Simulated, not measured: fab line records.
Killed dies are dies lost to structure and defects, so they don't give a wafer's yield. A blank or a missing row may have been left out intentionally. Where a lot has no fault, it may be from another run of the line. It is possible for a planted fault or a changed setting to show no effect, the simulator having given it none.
Chamber matching -- flow nandHarc -- 4 sister chambers for NHARC_A_STAIRCASE_ALD_415 on aldHk-02
The step deposits SiO2, target thk 30 nm, pulse time 6 s, ald cycles 300. 16 wafers are shown with their chamber, then 8 later ones without.

## WAFERS WITH THEIR CHAMBER
wafer,chamber,heaterPowerW (W),precursorPulseHeightRel
L074.4,2,445,0.988
L074.5,3,538,0.993
L074.6,2,440,0.971
L081.3,3,527,0.966
L081.4,2,438,1.019
L081.6,3,535,0.978
L082.1,1,383,1.044
L082.4,2,450,0.987
L082.5,2,446,1.022
L088.4,3,539,0.998
L088.5,2,472,1.003
L088.6,1,375,1.017
L087.4,0,467,1.003
L087.5,3,538,0.995
L087.6,2,446,1.010
L090.2,3,534,0.960

SIGNATURES (averages over the wafers above)
reading,chamber 0,chamber 1,chamber 2,chamber 3,scatter within a chamber
heaterPowerW,467.00,379.00,448.14,535.17,8.62
precursorPulseHeightRel,1.00300,1.03050,1.00000,0.98167,0.0177
Rule: a wafer lies at a distance from a chamber equal to the root of the sum of squares, over the readings, of (its reading less the chamber's mean, divided by the reading's scatter). If the next closest chamber is less than 2 further off than the closest, the wafer can't be placed; otherwise it belongs to the closest. The scatter: the root of (the sum of the squares of (reading less its chamber's mean) over the shown wafers, divided by (wafers less chambers)).

## WAFERS WITHOUT THEIR CHAMBER
wafer,heaterPowerW (W),precursorPulseHeightRel
L090.4,443,1.016
L090.5,470,1.001
L090.1,379,0.980
L090.3,464,0.993
L090.6,531,1.022
L093.1,542,0.967
L093.2,454,1.001
L093.3,389,0.992

## WHICH CHAMBER EACH ONE RAN IN
wafer,from the rows above,in truth
L090.4,can't be placed: 2 or 0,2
L090.5,0,0
L090.1,1,1
L090.3,can't be placed: 0 or 2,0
L090.6,3,3
L093.1,3,3
L093.2,can't be placed: 2 or 0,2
L093.3,1,1
Correct placement for 5 of the 8. Cannot be placed on the basis of these rows: 3; the candidates contain the true chamber in 3. Wrongly placed: 0.
